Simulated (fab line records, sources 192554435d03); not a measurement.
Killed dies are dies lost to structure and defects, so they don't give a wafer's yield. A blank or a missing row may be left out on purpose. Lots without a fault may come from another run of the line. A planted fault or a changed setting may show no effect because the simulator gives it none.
fab line records | flow n5_finfet
record lots=5 wafers=15 last_day=15
route steps=1938 shown BEOL_M2@884
lots that met no fault: from a run of the same line without faults
start_h: hours from the record's first day to the start of the lot's first wafer shown | wait_h: hours since the lot's step before | " the same as in the row above | L1.1+2: a row that stands for several wafers | - no value, or no start given | * or withheld: withheld | < > ~ a bound
route shown NAME@n: a module of which the file shows steps, and the number in the route of the first | usual: mean/standard deviation of fault-free wafers | same: alike in all rows | chamber/n: place in a boat | sites: the reading at each site | _std_site: their standard deviation | _edge_site: outer sites' mean less inner sites' | radius_mm: how far each site lies from the wafer's centre | mask NAME#n: copy n | behind: the tool/chamber that last shaped the wafer | hold: why the lot was held/for how many hours/how that ended | device: the transistor (n, p or np) that didn't switch | end of line: the same wafers' tests at the end of the route | a step without rows: its recipe alone | killed: dies lost to structure and defects at the first sort, not the wafer's yield | map: a wafer's dies, x killed, . not, _ none there
set.NAME: the setting as run; set.NAME@STEP: as run at that earlier step | model.NAME: the simulator's own value behind a step, which no gauge read
lots at some steps of the route; a table a step, a row a wafer
services: from which hour (start_h, from the record's first day; less than 0 if before it) a tool's chamber was out of use, for how many hours, and why
## steps
# step N5_BEOL_M2_ETCH_70
# recipe chemistry=N2/H2 target=SOC target_depth_a=800 overetch_a=240 mask_material=SiARC temp_c=40 time_s=130 ion_energy_ev=200 pressure_mtorr=30 source_w=840 bias_w=150 n2_flow_sccm=200 h2_flow_sccm=200
# usual drypump_motor_current_A=5.6/0.4 oes_product_au=0.57/0.054 rf_fwd_power_W=836.1/2.8 rf_vpp_V=523.1/2.2 showerhead_plenum_p_Torr=2.51/0.077 throttle_valve_pct=17.88/0.26
# columns lot.wafer tool chamber start_h wait_h drypump_motor_current_A oes_product_au rf_fwd_power_W rf_hours_counter_h rf_vpp_V showerhead_plenum_p_Torr throttle_valve_pct
L075.2 rie_diel-02 1 152.72 0.0 5.7 0.53 833.5 190 521.6 2.41 17.58
L075.3 " 0 " " 5.9 0.53 830.7 222 527.8 2.62 17.68
L075.6 " 0 " " 5.9 0.53 834.3 - 527.0 2.62 17.67
L078.2 rie_diel-02 0 164.62 0.0 5.9 0.53 829.9 226 526.7 2.62 17.68
L078.3 " 2 " " 4.8 0.55 834.9 173 527.0 2.65 17.82
L078.4 " 3 " " 5.2 0.64 832.0 44 521.9 2.51 18.07
L080.1 rie_diel-02 0 181.47 0.0 5.9 0.53 834.9 231 527.3 2.61 17.68
L080.2 " 1 " " 5.7 0.52 832.8 199 521.3 2.41 17.58
L080.6 " 1 " " 5.7 0.53 834.5 - 520.0 2.41 17.58
L083.1 rie_diel-06 2 191.16 0.0 5.5 0.55 832.3 181 522.5 2.56 18.30
L083.4 " 0 " " 5.7 0.73 840.8 0 523.1 2.51 17.60
L083.6 " 0 " " 5.7 0.73 839.1 - 523.5 2.51 17.60
L088.1 rie_diel-06 1 216.50 0.0 6.2 0.64 834.6 53 520.6 2.48 17.97
L088.2 " 0 " " 5.7 0.68 839.7 9 522.3 2.51 17.62
L088.3 " 3 " " 5.5 0.62 839.2 77 522.8 2.47 17.71
# step N5_BEOL_M2_STRIP_71
# recipe chemistry=N2/H2 temp_c=40 n2_flow_sccm=200 h2_flow_sccm=200 rf_frequency_hz=6e+07
# columns lot.wafer tool chamber start_h wait_h
L075.2+3+6 rie_diel-02 1,0,0 152.80 0.0
L078.2+3+4 rie_diel-02 0,2,3 164.71 0.0
L080.1+2+6 rie_diel-02 0,1,1 181.56 0.0
L083.1+4+6 rie_diel-06 2,0,0 191.25 0.0
L088.1+2+3 rie_diel-06 1,0,3 216.58 0.0
# step N5_BEOL_M2_STRIP_78
# recipe chemistry=N2/H2 temp_c=40 n2_flow_sccm=200 h2_flow_sccm=200 rf_frequency_hz=6e+07
# columns lot.wafer tool chamber start_h wait_h
L075.2+3+6 rie_diel-02 1,0,0 152.81 0.0
L078.2+3+4 rie_diel-02 0,2,3 164.72 0.0
L080.1+2+6 rie_diel-02 0,1,1 181.57 0.0
L083.1+4+6 rie_diel-06 2,0,0 191.26 0.0
L088.1+2+3 rie_diel-06 1,0,3 216.59 0.0
# step N5_BEOL_M2_VIA_ETCH_34
# recipe chemistry=C4F6/O2 target_depth_a=694 mask_material=SOC pressure_mtorr=15 ion_energy_ev=250 taper_deg=4 time_s=65.9 source_w=350 bias_w=170 Ar_flow_sccm=300 C4F6_flow_sccm=10 O2_flow_sccm=10
# usual drypump_motor_current_A=5.6/0.39 oes_f_703_au=0.77/0.08 oes_product_au=0.77/0.079 rf_fwd_power_W=347.2/1.3 rf_vpp_V=664/22 showerhead_plenum_p_Torr=2.80/0.073 throttle_valve_pct=30.7/0.35
# columns lot.wafer tool chamber start_h wait_h drypump_motor_current_A oes_f_703_au oes_product_au rf_fwd_power_W rf_hours_counter_h rf_vpp_V showerhead_plenum_p_Torr throttle_valve_pct
L075.2 rie_diel-02 1 152.82 0.0 5.6 0.72 0.72 345.6 190 646 2.69 30.2
L075.3 " 0 " " 5.9 0.69 0.72 346.5 222 684 2.93 30.4
L075.6 " 0 " " 5.9 0.70 0.72 344.9 - 685 2.93 30.4
L078.2 rie_diel-02 0 164.73 0.0 5.9 0.70 0.72 344.7 226 685 2.93 30.4
L078.3 " 2 " " 4.8 0.76 0.75 346.3 173 654 2.90 30.2
L078.4 " 3 " " 5.2 0.90 0.88 346.6 44 665 2.78 31.0
L080.1 rie_diel-02 0 181.58 0.0 5.9 0.68 0.71 345.9 231 684 2.93 30.4
L080.2 " 1 " " 5.7 0.71 0.71 346.3 199 645 2.68 30.2
L080.6 " 1 " " 5.7 0.71 0.72 346.0 - 646 2.68 30.2
L083.1 rie_diel-06 2 191.27 0.0 5.5 0.72 0.73 348.8 181 682 2.81 31.0
L083.4 " 0 " " 5.7 1.03 0.99 348.3 0 618 2.81 30.7
L083.6 " 0 " " 5.7 1.02 0.98 349.4 - 619 2.81 30.7
L088.1 rie_diel-06 1 216.60 0.0 6.2 0.83 0.88 346.7 53 705 2.76 30.8
L088.2 " 0 " " 5.7 0.97 0.94 348.7 9 618 2.81 30.8
L088.3 " 3 " " 5.5 0.82 0.84 348.0 77 666 2.79 31.0
# step N5_BEOL_M2_STRIP_83
# recipe chemistry=C4F6/O2 resist=SiARC rf_frequency_hz=6e+07
# columns lot.wafer tool chamber start_h wait_h
L075.2+3+6 rie_diel-02 1,0,0 152.87 0.0
L078.2+3+4 rie_diel-02 0,2,3 164.78 0.0
L080.1+2+6 rie_diel-02 0,1,1 181.63 0.0
L083.1+4+6 rie_diel-06 2,0,0 191.32 0.0
L088.1+2+3 rie_diel-06 1,0,3 216.65 0.0
# step N5_BEOL_M2_STRIP_36
# recipe chemistry=N2/H2 power_w=450 temp_c=40 pressure_mtorr=20 rf_frequency_hz=6e+07 overash_fraction=0.3 bias_power_w=7 h2_frac=0.5 n2_flow_sccm=200 h2_flow_sccm=200
# usual drypump_motor_current_A=5.6/0.39 oes_product_au=0.77/0.075 rf_vpp_V=59.0/1.5 showerhead_plenum_p_Torr=2.51/0.077 throttle_valve_pct=23.7/0.44
# columns lot.wafer tool chamber start_h wait_h drypump_motor_current_A oes_product_au rf_hours_counter_h rf_vpp_V showerhead_plenum_p_Torr throttle_valve_pct
L075.2 rie_diel-02 1 152.88 0.0 5.7 0.75 190 60.0 2.41 23.2
L075.3 " 0 " " 5.9 0.74 222 57.5 2.61 23.2
L075.6 " 0 " " 5.9 0.72 - 58.5 2.61 23.3
L078.2 rie_diel-02 0 164.79 0.0 5.9 0.72 226 56.3 2.61 23.2
L078.3 " 2 " " 4.8 0.75 173 61.5 2.64 23.6
L078.4 " 3 " " 5.2 0.86 44 60.1 2.50 24.1
L080.1 rie_diel-02 0 181.64 0.0 5.9 0.71 231 62.7 2.61 23.3
L080.2 " 1 " " 5.6 0.72 199 56.7 2.41 23.2
L080.6 " 1 " " 5.6 0.73 - 56.8 2.41 23.2
L083.1 rie_diel-06 2 191.33 0.0 5.5 0.75 181 55.5 2.55 24.3
L083.4 " 0 " " 5.7 0.99 0 57.5 2.51 23.5
L083.6 " 0 " " 5.7 1.00 - 59.0 2.51 23.4
L088.1 rie_diel-06 1 216.66 0.0 6.2 0.87 53 58.8 2.47 23.8
L088.2 " 0 " " 5.7 0.95 9 60.1 2.51 23.5
L088.3 " 3 " " 5.5 0.84 77 59.3 2.46 23.6
# step N5_BEOL_M2_TRENCH_ETCH_37
# recipe chemistry=C4F6/O2 target_depth_a=555.55 target=SiOC time_s=29.2 ion_energy_ev=250 pressure_mtorr=30 source_w=355 bias_w=185 Ar_flow_sccm=300 C4F6_flow_sccm=10 O2_flow_sccm=10
# usual drypump_motor_current_A=5.6/0.39 oes_f_703_au=0.77/0.081 oes_product_au=0.77/0.08 rf_fwd_power_W=350.1/1.8 rf_vpp_V=664/23 showerhead_plenum_p_Torr=2.81/0.073 throttle_valve_pct=20.89/0.21
# columns lot.wafer tool chamber start_h wait_h drypump_motor_current_A oes_f_703_au oes_product_au rf_fwd_power_W rf_hours_counter_h rf_vpp_V showerhead_plenum_p_Torr throttle_valve_pct
L075.2 rie_diel-02 1 - - 5.6 0.71 0.73 348.6 190 646 2.69 20.54
L075.3 " 0 " " 5.9 0.69 0.72 347.2 222 686 2.94 20.75
L075.6 " 0 " " 5.9 0.69 0.73 348.5 - 686 2.94 20.77
L078.2 rie_diel-02 0 - - 5.9 0.69 0.71 347.8 226 685 2.93 20.78
L078.3 " 2 " " 4.8 0.75 0.74 349.6 173 654 2.90 20.55
L078.4 " 3 " " 5.2 0.91 0.88 350.1 44 664 2.78 20.99
L080.1 rie_diel-02 0 - - 5.9 0.69 0.71 349.1 231 687 2.93 20.78
L080.2 " 1 " " 5.6 0.71 0.72 347.6 199 645 2.69 20.54
L080.6 " 1 " " 5.6 0.71 0.72 349.9 - 646 2.69 20.56
L083.1 rie_diel-06 2 - - 5.5 0.72 0.73 351.0 181 682 2.82 21.04
L083.4 " 0 " " 5.7 1.02 0.99 352.5 0 619 2.82 20.71
L083.6 " 0 " " 5.7 1.02 0.99 352.3 - 619 2.82 20.71
L088.1 rie_diel-06 1 - - 6.2 0.83 0.88 350.1 53 706 2.76 20.98
L088.2 " 0 " " 5.7 0.95 0.95 351.8 9 618 2.81 20.72
L088.3 " 3 " " 5.5 0.82 0.85 351.0 77 666 2.80 20.93
# step N5_BEOL_M2_ETCH_41
# recipe chemistry=CH3F/O2 target=SiCN target_depth_a=299 taper_deg=2 time_s=52.5 ion_energy_ev=120 mask_material=TiN pressure_mtorr=30 source_w=395 bias_w=75 Ar_flow_sccm=150 CH3F_flow_sccm=30 O2_flow_sccm=20
# usual drypump_motor_current_A=5.6/0.39 oes_product_au=0.77/0.08 rf_fwd_power_W=391.1/1.4 rf_vpp_V=296.7/1.3 showerhead_plenum_p_Torr=1.97/0.053 throttle_valve_pct=16.36/0.17
# columns lot.wafer tool chamber start_h wait_h drypump_motor_current_A oes_product_au rf_fwd_power_W rf_hours_counter_h rf_vpp_V showerhead_plenum_p_Torr throttle_valve_pct
L075.2 rie_diel-02 1 - - 5.7 0.72 392.1 191 295.5 1.89 16.12
L075.3 " 0 " " 5.9 0.72 389.3 222 298.2 2.06 16.24
L075.6 " 0 " " 5.9 0.71 389.9 - 298.2 2.06 16.27
L078.2 rie_diel-02 0 - - 5.9 0.72 389.5 226 298.3 2.06 16.26
L078.3 " 2 " " 4.8 0.75 392.0 173 298.2 2.05 16.13
L078.4 " 3 " " 5.2 0.89 392.1 44 296.7 1.96 16.41
L080.1 rie_diel-02 0 - - 5.9 0.72 389.1 231 298.3 2.06 16.28
L080.2 " 1 " " 5.7 0.72 390.0 199 295.3 1.89 16.14
L080.6 " 1 " " 5.6 0.72 389.3 - 295.7 1.89 16.13
L083.1 rie_diel-06 2 - - 5.5 0.73 390.4 181 295.4 1.98 16.55
L083.4 " 0 " " 5.7 0.98 393.3 0 295.4 1.97 16.06
L083.6 " 0 " " 5.7 0.98 391.3 - 296.8 1.98 16.06
L088.1 rie_diel-06 1 - - 6.2 0.89 390.7 53 296.9 1.94 16.42
L088.2 " 0 " " 5.7 0.95 391.1 9 297.1 1.97 16.08
L088.3 " 3 " " 5.5 0.84 391.8 77 296.6 1.96 16.32
# step N5_BEOL_M2_STRIP_97
# recipe chemistry=N2/H2 time_s=10 power_w=450 temp_c=40 pressure_mtorr=20 rf_frequency_hz=6e+07 bias_power_w=7 n2_flow_sccm=200 h2_flow_sccm=200
# usual drypump_motor_current_A=5.6/0.39 oes_product_au=0.77/0.073 rf_vpp_V=59.0/0.86 showerhead_plenum_p_Torr=2.51/0.077 throttle_valve_pct=23.7/0.44
# columns lot.wafer tool chamber start_h wait_h drypump_motor_current_A oes_product_au rf_hours_counter_h rf_vpp_V showerhead_plenum_p_Torr throttle_valve_pct
L075.2 rie_diel-02 1 - - 5.6 0.74 191 57.6 2.41 23.2
L075.3 " 0 " " 5.9 0.73 222 58.6 2.61 23.2
L075.6 " 0 " " 5.9 0.73 - 58.5 2.61 23.2
L078.2 rie_diel-02 0 - - 5.9 0.72 226 58.5 2.61 23.2
L078.3 " 2 " " 4.8 0.75 173 59.6 2.64 23.6
L078.4 " 3 " " 5.2 0.86 44 58.6 2.50 24.1
L080.1 rie_diel-02 0 - - 5.9 0.72 231 60.0 2.61 23.3
L080.2 " 1 " " 5.7 0.72 199 59.1 2.41 23.2
L080.6 " 1 " " 5.6 0.73 - 58.6 2.41 23.2
L083.1 rie_diel-06 2 - - 5.5 0.75 181 60.0 2.56 24.3
L083.4 " 0 " " 5.6 1.00 0 60.6 2.51 23.5
L083.6 " 0 " " 5.7 1.00 - 58.6 2.51 23.5
L088.1 rie_diel-06 1 - - 6.2 0.87 53 59.0 2.47 23.8
L088.2 " 0 " " 5.7 0.94 9 58.6 2.51 23.5
L088.3 " 3 " " 5.5 0.83 77 59.8 2.46 23.6
# step N5_BEOL_M2_OCD_MEAS_38
# usual trench_depth_nm=55.4/1.2
# columns lot.wafer tool chamber start_h wait_h trench_depth_nm
L075.2 ocd-02 - 153.08 - 56.0
L075.3 " - " " 55.0
L075.6 " - " " 55.6
L078.2 ocd-01 - 164.99 - 54.6
L078.3 " - " " 54.5
L078.4 " - " " 57.7
L080.1 ocd-02 - 181.83 - 55.2
L080.2 " - " " 55.8
L080.6 " - " " 54.8
L083.1 ocd-01 - 191.52 - 53.8
L083.4 " - " " 55.9
L083.6 " - " " 56.0
L088.1 ocd-02 - 216.85 - 55.6
L088.2 " - " " 57.6
L088.3 " - " " 55.6
# step N5_BEOL_M2_HM_STRIP_39
# recipe chemistry=peroxide_tin_strip material=TiN target_depth_a=250 temp_c=50 time_s=158
# columns lot.wafer tool chamber start_h wait_h
L075.2+3+6 wet_bench-04 5,1,0 153.11 0.0
L078.2+3+4 wet_bench-02 1,6,5 165.02 0.0
L080.1+2+6 wet_bench-02 0,1,2 181.86 0.0
L083.1+4+6 wet_bench-04 4,5,6 191.56 0.0
L088.1+2+3 wet_bench-04 2,6,5 216.89 0.0
# step N5_BEOL_M2_SRD_40
# recipe time_s=30 temp_c=23 rinse_liquid=diw dry=ipa_marangoni
# columns lot.wafer tool chamber start_h wait_h
L075.2+3+6 wet_bench-04 5,1,0 153.15 0.0
L078.2+3+4 wet_bench-02 1,6,5 165.07 0.0
L080.1+2+6 wet_bench-02 0,1,2 181.91 0.0
L083.1+4+6 wet_bench-04 4,5,6 191.61 0.0
L088.1+2+3 wet_bench-04 2,6,5 216.93 0.0
# step N5_BEOL_M2_PRECLEAN_42
# recipe chemistry=residue_remover time_s=60 temp_c=40
# columns lot.wafer tool chamber start_h wait_h
L075.2+3+6 wet_bench-04 5,1,0 153.17 0.0
L078.2+3+4 wet_bench-02 1,6,5 165.09 0.0
L080.1+2+6 wet_bench-02 0,1,2 181.93 0.0
L083.1+4+6 wet_bench-04 4,5,6 191.63 0.0
L088.1+2+3 wet_bench-04 2,6,5 216.95 0.0
# step N5_BEOL_M2_SRD_43
# recipe time_s=30 temp_c=23 rinse_liquid=diw dry=ipa_marangoni
# columns lot.wafer tool chamber start_h wait_h
L075.2+3+6 wet_bench-04 5,1,0 153.19 0.0
L078.2+3+4 wet_bench-02 1,6,5 165.10 0.0
L080.1+2+6 wet_bench-02 0,1,2 181.94 0.0
L083.1+4+6 wet_bench-04 4,5,6 191.64 0.0
L088.1+2+3 wet_bench-04 2,6,5 216.97 0.0
# step N5_BEOL_M2_CD_MEAS_35
# recipe target_cd_nm=18 target_cd_y_nm=22.2 polarity=opening
# usual cd_nm=18.0/0.39
# columns lot.wafer tool chamber start_h wait_h cd_nm
L075.2 cd_sem-03 - 153.23 0.0 18.1
L075.3 " - " " 18.4
L075.6 " - " " 17.9
L078.2 cd_sem-03 - 165.14 0.0 17.8
L078.3 " - " " 17.6
L078.4 " - " " 18.1
L080.1 cd_sem-03 - 181.98 0.0 17.9
L080.2 " - " " 18.0
L080.6 " - " " 18.7
L083.1 cd_sem-03 - 191.69 0.0 18.1
L083.4 " - " " 17.7
L083.6 " - " " 17.2
L088.1 cd_sem-03 - 217.01 0.0 17.8
L088.2 " - " " 17.8
L088.3 " - " " 18.7
# step N5_BEOL_M2_DEGAS_44
# recipe ambient=vacuum temp_c=250 time_s=60
# usual heater_power_w=324/35
# columns lot.wafer tool chamber start_h wait_h heater_power_w
L075.2 pvd_sputter-01 - 153.49 0.3 342
L075.3 " - " " 344
L075.6 " - " " 361
L078.2 pvd_sputter-01 - 165.53 0.4 356
L078.3 " - " " 345
L078.4 " - " " 351
L080.1 pvd_sputter-02 - 182.18 0.2 350
L080.2 " - " " 255
L080.6 " - " " 257
L083.1 pvd_sputter-03 - 192.02 0.3 325
L083.4 " - " " 319
L083.6 " - " " 320
L088.1 pvd_sputter-02 - 217.33 0.3 253
L088.2 " - " " 330
L088.3 " - " " 354
# step N5_BEOL_M2_PRE_CLEAN_45
# recipe gas=H2/He time_s=30 temp_c=250
# usual heater_power_w=323/35
# columns lot.wafer tool chamber start_h wait_h heater_power_w
L075.2 pvd_sputter-01 - 153.53 0.0 348
L075.3 " - " " 352
L075.6 " - " " 347
L078.2 pvd_sputter-01 - 165.57 0.0 347
L078.3 " - " " 336
L078.4 " - " " 346
L080.1 pvd_sputter-02 - 182.22 0.0 345
L080.2 " - " " 259
L080.6 " - " " 259
L083.1 pvd_sputter-03 - 192.06 0.0 318
L083.4 " - " " 319
L083.6 " - " " 324
L088.1 pvd_sputter-02 - 217.37 0.0 266
L088.2 " - " " 332
L088.3 " - " " 352
# step N5_BEOL_M2_ALD_84
# recipe material=TaN target_thk_a=* temp_c=275 ald_precursor_family=PDMAT ald_co_reactant=NH3 pressure_torr=3 carrier_flow_sccm=1500 pulse_time_s=2 purge_time_s=3 co_reactant_purge_time_s=2 co_reactant_pulse_time_s=3 ald_cycles=30 precursor_vessel_temp_c=75 precursor_vessel_pressure_torr=26.25 precursor_vessel_carrier_sccm=1000
# usual heater_power_w=452/38
# columns lot.wafer tool chamber start_h wait_h heater_power_w
L075.2 ald_metal-03 0 153.74 0.2 431
L075.3 " 2 " " 446
L075.6 " 0 " " 445
L078.2 ald_metal-01 1 165.67 0.1 394
L078.3 " 2 " " 456
L078.4 " 3 " " 450
L080.1 ald_metal-03 1 182.40 0.2 510
L080.2 " 3 " " 451
L080.6 " 1 " " 519
L083.1 ald_metal-02 2 192.12 0.0 456
L083.4 " 0 " " 428
L083.6 " 3 " " 418
L088.1 ald_metal-03 1 217.44 0.1 526
L088.2 " 3 " " 440
L088.3 " 2 " " 434
# step N5_BEOL_M2_SURFACE_TREAT_85
# recipe gas=Ar time_s=* ion_energy_ev=* ion_current_ma_cm2=0.5 pressure_mtorr=* ar_flow_sccm=30
# usual throttle_valve_pct=*
# columns lot.wafer tool chamber start_h wait_h throttle_valve_pct
L075.2 pvd_sputter-01 - 154.09 0.2 *
L075.3 " - " " *
L075.6 " - " " *
L078.2 pvd_sputter-02 - 165.91 0.1 *
L078.3 " - " " *
L078.4 " - " " *
L080.1 pvd_sputter-03 - 182.63 0.1 *
L080.2 " - " " *
L080.6 " - " " *
L083.1 pvd_sputter-01 - 192.35 0.1 *
L083.4 " - " " *
L083.6 " - " " *
L088.1 pvd_sputter-02 - 217.67 0.1 *
L088.2 " - " " *
L088.3 " - " " *
# step N5_BEOL_M2_CVD_47
# recipe material=Co target_thk_a=30 temp_c=withheld precursor=CCTBA/H2 pressure_torr=30 time_s=223.8
# columns lot.wafer tool chamber start_h wait_h
L075.2+3+6 cvd_co-01 1,0,2 154.17 0.1
L078.2+3+4 cvd_co-01 1,2,0 165.97 0.0
L080.1+2+6 cvd_co-01 2,0,1 182.69 0.0
L083.1+4+6 cvd_co-01 1,0,2 192.50 0.1
L088.1+2+3 cvd_co-02 1,2,2 217.80 0.1
# step N5_BEOL_M2_SPUTTER_48
# recipe material=Cu target_thk_a=45 temp_c=-20 chamber_pressure_pa=0.07 power_w=withheld time_s=8.29
# usual chuck_sensor_temp_C=-16.1/0.72 throttle_valve_pct=29.7/1.2
# columns lot.wafer tool chamber start_h wait_h chuck_sensor_temp_C throttle_valve_pct
L075.2 pvd_sputter-01 - 154.35 0.1 -16.0 30.4
L075.3 " - " " -16.1 30.4
L075.6 " - " " -16.0 30.6
L078.2 pvd_sputter-03 - 167.18 1.1 -16.2 30.1
L078.3 " - " " -16.4 27.5
L078.4 " - " " -16.3 27.4
L080.1 pvd_sputter-03 - 182.85 0.1 -17.6 29.7
L080.2 " - " " -16.0 30.3
L080.6 " - " " -16.1 30.0
L083.1 pvd_sputter-02 - 193.60 1.0 -15.7 30.0
L083.4 " - " " -15.7 30.5
L083.6 " - " " -15.9 30.3
L088.1 pvd_sputter-01 - 218.51 0.6 -16.1 30.4
L088.2 " - " " -14.9 31.5
L088.3 " - " " -16.0 30.2
# step N5_BEOL_M2_ANNEAL_49
# recipe temp_c=400 time_s=240 ambient=vacuum
# usual heater_power_w=825/76
# columns lot.wafer tool chamber start_h wait_h heater_power_w
L075.2 pvd_sputter-01 - 154.43 0.0 875
L075.3 " - " " 864
L075.6 " - " " 885
L078.2 pvd_sputter-03 - 167.26 0.0 796
L078.3 " - " " 685
L078.4 " - " " 675
L080.1 pvd_sputter-03 - 182.93 0.0 799
L080.2 " - " " 791
L080.6 " - " " 811
L083.1 pvd_sputter-02 - 193.68 0.0 866
L083.4 " - " " 750
L083.6 " - " " 632
L088.1 pvd_sputter-01 - 218.59 0.0 867
L088.2 " - " " 837
L088.3 " - " " 852
# step N5_BEOL_M2_SPUTTER_79
# recipe material=Cu target_thk_a=45 temp_c=-20 chamber_pressure_pa=0.07 power_w=withheld time_s=8.29
# usual chuck_sensor_temp_C=-16.1/0.75 throttle_valve_pct=29.7/1.2
# columns lot.wafer tool chamber start_h wait_h chuck_sensor_temp_C throttle_valve_pct
L075.2 pvd_sputter-01 - 154.57 0.1 -15.9 30.2
L075.3 " - " " -16.1 30.4
L075.6 " - " " -16.2 30.7
L078.2 pvd_sputter-03 - 167.40 0.1 -16.2 30.1
L078.3 " - " " -16.3 27.4
L078.4 " - " " -16.5 27.6
L080.1 pvd_sputter-03 - 183.07 0.1 -17.6 29.6
L080.2 " - " " -15.8 30.2
L080.6 " - " " -16.1 30.1
L083.1 pvd_sputter-02 - 193.82 0.1 -15.4 30.2
L083.4 " - " " -15.5 30.6
L083.6 " - " " -15.9 30.1
L088.1 pvd_sputter-01 - 218.73 0.1 -16.1 30.4
L088.2 " - " " -14.6 31.8
L088.3 " - " " -16.0 30.5
# step N5_BEOL_M2_ANNEAL_80
# recipe temp_c=400 time_s=240 ambient=vacuum
# usual heater_power_w=824/74
# columns lot.wafer tool chamber start_h wait_h heater_power_w
L075.2 pvd_sputter-01 - 154.65 0.0 829
L075.3 " - " " 887
L075.6 " - " " 871
L078.2 pvd_sputter-03 - 167.48 0.0 810
L078.3 " - " " 704
L078.4 " - " " 684
L080.1 pvd_sputter-03 - 183.15 0.0 788
L080.2 " - " " 805
L080.6 " - " " 813
L083.1 pvd_sputter-02 - 193.90 0.0 890
L083.4 " - " " 739
L083.6 " - " " 667
L088.1 pvd_sputter-01 - 218.81 0.0 856
L088.2 " - " " 863
L088.3 " - " " 865
# step N5_BEOL_M2_SPUTTER_81
# recipe material=Cu target_thk_a=45 temp_c=-20 chamber_pressure_pa=0.07 power_w=withheld time_s=8.29
# usual chuck_sensor_temp_C=-16.1/0.72 throttle_valve_pct=29.7/1.2
# columns lot.wafer tool chamber start_h wait_h chuck_sensor_temp_C throttle_valve_pct
L075.2 pvd_sputter-01 - 154.79 0.1 -15.9 30.2
L075.3 " - " " -16.1 30.7
L075.6 " - " " -16.2 30.5
L078.2 pvd_sputter-03 - 167.62 0.1 -16.0 30.2
L078.3 " - " " -16.4 27.4
L078.4 " - " " -16.4 27.6
L080.1 pvd_sputter-03 - 183.29 0.1 -17.6 29.6
L080.2 " - " " -16.1 30.5
L080.6 " - " " -16.0 30.0
L083.1 pvd_sputter-02 - 194.04 0.1 -15.5 30.3
L083.4 " - " " -15.5 30.5
L083.6 " - " " -16.0 30.2
L088.1 pvd_sputter-01 - 218.95 0.1 -16.1 30.7
L088.2 " - " " -14.8 31.9
L088.3 " - " " -16.1 30.4
# step N5_BEOL_M2_ANNEAL_82
# recipe temp_c=400 time_s=240 ambient=vacuum
# usual heater_power_w=823/76
# columns lot.wafer tool chamber start_h wait_h heater_power_w
L075.2 pvd_sputter-01 - 154.87 0.0 852
L075.3 " - " " 893
L075.6 " - " " 890
L078.2 pvd_sputter-03 - 167.70 0.0 824
L078.3 " - " " 671
L078.4 " - " " 686
L080.1 pvd_sputter-03 - 183.37 0.0 787
L080.2 " - " " 802
L080.6 " - " " 820
L083.1 pvd_sputter-02 - 194.12 0.0 871
L083.4 " - " " 743
L083.6 " - " " 625
L088.1 pvd_sputter-01 - 219.03 0.0 871
L088.2 " - " " 884
L088.3 " - " " 871
# step N5_BEOL_M2_SPUTTER_86
# recipe material=Cu target_thk_a=45 temp_c=-20 chamber_pressure_pa=0.07 power_w=withheld time_s=8.29
# usual chuck_sensor_temp_C=-16.1/0.71 throttle_valve_pct=29.7/1.2
# columns lot.wafer tool chamber start_h wait_h chuck_sensor_temp_C throttle_valve_pct
L075.2 pvd_sputter-01 - 155.01 0.1 -16.1 30.1
L075.3 " - " " -16.1 30.3
L075.6 " - " " -16.1 30.6
L078.2 pvd_sputter-03 - 167.84 0.1 -16.1 30.0
L078.3 " - " " -16.3 27.5
L078.4 " - " " -16.3 27.5
L080.1 pvd_sputter-03 - 183.51 0.1 -17.5 29.2
L080.2 " - " " -16.1 30.2
L080.6 " - " " -15.9 29.9
L083.1 pvd_sputter-02 - 194.26 0.1 -15.7 30.0
L083.4 " - " " -15.6 30.6
L083.6 " - " " -16.1 30.0
L088.1 pvd_sputter-01 - 219.17 0.1 -16.2 30.7
L088.2 " - " " -14.8 31.4
L088.3 " - " " -15.9 30.2
# step N5_BEOL_M2_ANNEAL_87
# recipe temp_c=400 time_s=240 ambient=vacuum
# usual heater_power_w=824/75
# columns lot.wafer tool chamber start_h wait_h heater_power_w
L075.2 pvd_sputter-01 - 155.09 0.0 859
L075.3 " - " " 853
L075.6 " - " " 849
L078.2 pvd_sputter-03 - 167.92 0.0 810
L078.3 " - " " 671
L078.4 " - " " 699
L080.1 pvd_sputter-03 - 183.59 0.0 795
L080.2 " - " " 822
L080.6 " - " " 808
L083.1 pvd_sputter-02 - 194.34 0.0 859
L083.4 " - " " 699
L083.6 " - " " 657
L088.1 pvd_sputter-01 - 219.25 0.0 871
L088.2 " - " " 872
L088.3 " - " " 836
# step N5_BEOL_M2_SPUTTER_88
# recipe material=Cu target_thk_a=45 temp_c=-20 chamber_pressure_pa=0.07 power_w=withheld time_s=8.29
# usual chuck_sensor_temp_C=-16.1/0.71 throttle_valve_pct=29.7/1.2
# columns lot.wafer tool chamber start_h wait_h chuck_sensor_temp_C throttle_valve_pct
L075.2 pvd_sputter-01 - 155.23 0.1 -15.9 30.2
L075.3 " - " " -16.3 30.5
L075.6 " - " " -16.2 30.4
L078.2 pvd_sputter-03 - 168.06 0.1 -16.2 30.2
L078.3 " - " " -16.2 27.5
L078.4 " - " " -16.3 27.9
L080.1 pvd_sputter-03 - 183.73 0.1 -17.5 29.6
L080.2 " - " " -16.4 30.0
L080.6 " - " " -16.1 30.2
L083.1 pvd_sputter-02 - 194.48 0.1 -15.6 30.1
L083.4 " - " " -15.8 30.5
L083.6 " - " " -16.1 30.0
L088.1 pvd_sputter-01 - 219.39 0.1 -15.9 30.5
L088.2 " - " " -14.8 31.5
L088.3 " - " " -16.1 30.4
# step N5_BEOL_M2_ANNEAL_89
# recipe temp_c=400 time_s=240 ambient=vacuum
# usual heater_power_w=823/75
# columns lot.wafer tool chamber start_h wait_h heater_power_w
L075.2 pvd_sputter-01 - 155.31 0.0 870
L075.3 " - " " 851
L075.6 " - " " 907
L078.2 pvd_sputter-03 - 168.14 0.0 806
L078.3 " - " " 679
L078.4 " - " " 681
L080.1 pvd_sputter-03 - 183.81 0.0 800
L080.2 " - " " 796
L080.6 " - " " 811
L083.1 pvd_sputter-02 - 194.56 0.0 864
L083.4 " - " " 737
L083.6 " - " " 646
L088.1 pvd_sputter-01 - 219.47 0.0 875
L088.2 " - " " 871
L088.3 " - " " 860
## services
# columns tool chamber start_h hours kind
cvd_co-02 - 133.61 14.6 pm
rie_diel-06 2 148.52 29.0 repair
pvd_sputter-01 - 166.67 1.7 repair
rie_diel-02 3 166.84 4.9 repair
rie_diel-02 - 177.25 2.8 pm
rie_diel-06 0 177.60 - clean
rie_diel-06 0 177.60 - consumable_replace:focus_ring
rie_diel-06 0 177.60 13.5 scheduled_down
rie_diel-06 0 177.60 13.5 vent_cycle
ald_metal-02 - 178.07 6.0 pm
cvd_co-01 - 195.01 0.2 repair
rie_diel-02 0 197.42 3.8 repair
cvd_co-02 0 214.70 22.8 repair
## key
fault none
